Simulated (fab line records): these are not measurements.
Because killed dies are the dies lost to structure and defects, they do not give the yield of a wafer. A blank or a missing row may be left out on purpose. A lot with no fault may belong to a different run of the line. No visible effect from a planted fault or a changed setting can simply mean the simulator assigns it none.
Matching of chambers | flow nand harc | NHARC_P_M1_PRE_CLEAN_32 on pecvd-02: 3 sister chambers
The step time 12 s. 3 wafers are shown with their chamber, then 10 later ones without.

WAFERS, EACH WITH ITS CHAMBER
wafer  | chamber | heater power w (W)
L087.2 | 2       | 714
L087.1 | 1       | 676
L087.3 | 0       | 627

WAFERS WITH NO CHAMBER GIVEN
wafer  | heater power w (W)
L087.6 | 714
L089.2 | 840
L089.5 | 855
L089.6 | 763
L093.1 | 799
L093.4 | 661
L093.6 | 757
L094.1 | 665
L094.4 | 667
L094.5 | 819

CHAMBER TAKEN BY EACH
wafer  | from the rows above          | in truth
L087.6 | can't be placed: 2 or 1 or 0 | 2
L089.2 | can't be placed: 2 or 1 or 0 | 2
L089.5 | can't be placed: 2 or 1 or 0 | 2
L089.6 | can't be placed: 2 or 1 or 0 | 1
L093.1 | can't be placed: 2 or 1 or 0 | 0
L093.4 | can't be placed: 1 or 0 or 2 | 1
L093.6 | can't be placed: 2 or 1 or 0 | 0
L094.1 | can't be placed: 1 or 0 or 2 | 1
L094.4 | can't be placed: 1 or 0 or 2 | 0
L094.5 | can't be placed: 2 or 1 or 0 | 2
Placed correctly: 0 of 10. From these rows, 10 cannot be placed; in 10 the true chamber is one of the candidates. Placed wrongly: 0.
How it was worked out, from the rows above alone: a wafer's distance from a chamber is the root of the sum, over the readings, of the square of ((its reading less the chamber's mean) divided by the reading's scatter). The wafer belongs to the nearest chamber; if the next one is less than 2 further off, it can't be placed. For every chamber, the mean is computed from those of its wafers that are shown. The scatter (one wafer shown for each chamber): square how far every hidden wafer sits from the nearest shown wafer, average those squares and take the square root.
